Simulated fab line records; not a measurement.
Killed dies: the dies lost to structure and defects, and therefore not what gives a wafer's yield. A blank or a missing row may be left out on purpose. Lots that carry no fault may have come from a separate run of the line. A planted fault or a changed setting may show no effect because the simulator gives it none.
What tool caused it?	flow n5-finfet	12 lots, 36 wafers sampled, at 2 steps of a route of 1938

== WHAT THE GAUGES READ, wafer by wafer ==
N5_HKMG_FIN_THK_MEAS_70: measures by xrf.
lot	measured	on	HK_THK (nm)
L075	day 4 09:59	film-metro-01	1.579 1.591 1.595
L077	day 4 20:07	film-metro-02	1.599 1.610 1.624
L079	day 5 10:50	film-metro-01	1.602 1.600 1.624
L081	day 5 19:08	film-metro-02	1.585 1.605 1.589
L083	day 6 10:58	film-metro-02	1.627 1.619 1.604
L085	day 6 23:07	film-metro-01	1.581 1.592 1.577
L087	day 7 08:20	film-metro-02	1.554 1.619 1.611
L089	day 7 18:49	film-metro-02	1.565 1.582 1.548
L091	day 8 07:07	film-metro-01	1.592 1.586 1.586
L093	day 8 19:44	film-metro-01	1.559 1.575 1.562
L095	day 9 06:43	film-metro-02	1.614 1.573 1.590
L097	day 9 20:35	film-metro-02	1.609 1.588 1.597

== WHICH TOOL RAN EACH LOT (tool, then ch and the chambers of the sampled wafers, then the start) ==
lot	N5_HKMG_FIN_STRIP_93
L075	rie-diel-03 ch 0,1,3, day 4 08:15
L077	rie-diel-01 ch 0,2, day 4 18:21
L079	rie-diel-05 ch 0,1,3, day 5 09:07
L081	rie-diel-05 ch 0,2,3, day 5 17:24
L083	rie-diel-01 ch 0,1,3, day 6 09:13
L085	rie-diel-03 ch 1,3, day 6 21:17
L087	rie-diel-01 ch 0,1,3, day 7 06:33
L089	rie-diel-03 ch 2,3, day 7 17:02
L091	rie-diel-01 ch 1,2,3, day 8 05:02
L093	rie-diel-01 ch 0,1, day 8 18:00
L095	rie-diel-05 ch 2,3, day 9 04:58
L097	rie-diel-05 ch 0,1,2, day 9 18:51
- N5_HKMG_FIN_STRIP_93: strips SOC in N2/H2, time 20 s.

== THE ANSWER, worked out from the rows above alone ==
Rule: what is usual is taken from the lots themselves. Put in order of their means at a reading, lots are off if they are a third of the lots or fewer, leave a main group of 4 or more, and stand apart from it by a gap of 3 or more times the standard deviation of the main group's means; of several such gaps the widest counts. Not used: any main group whose means are identical at the precision the tables above print for the reading. A lot without any number at a reading at which 4 lots or more have one is off too. Where the step has rows for the other lots, those lots are counted as sound.
None of the lots is off at any reading shown; this tells nothing.

== WHAT THE SIMULATOR HAD INSERTED ==
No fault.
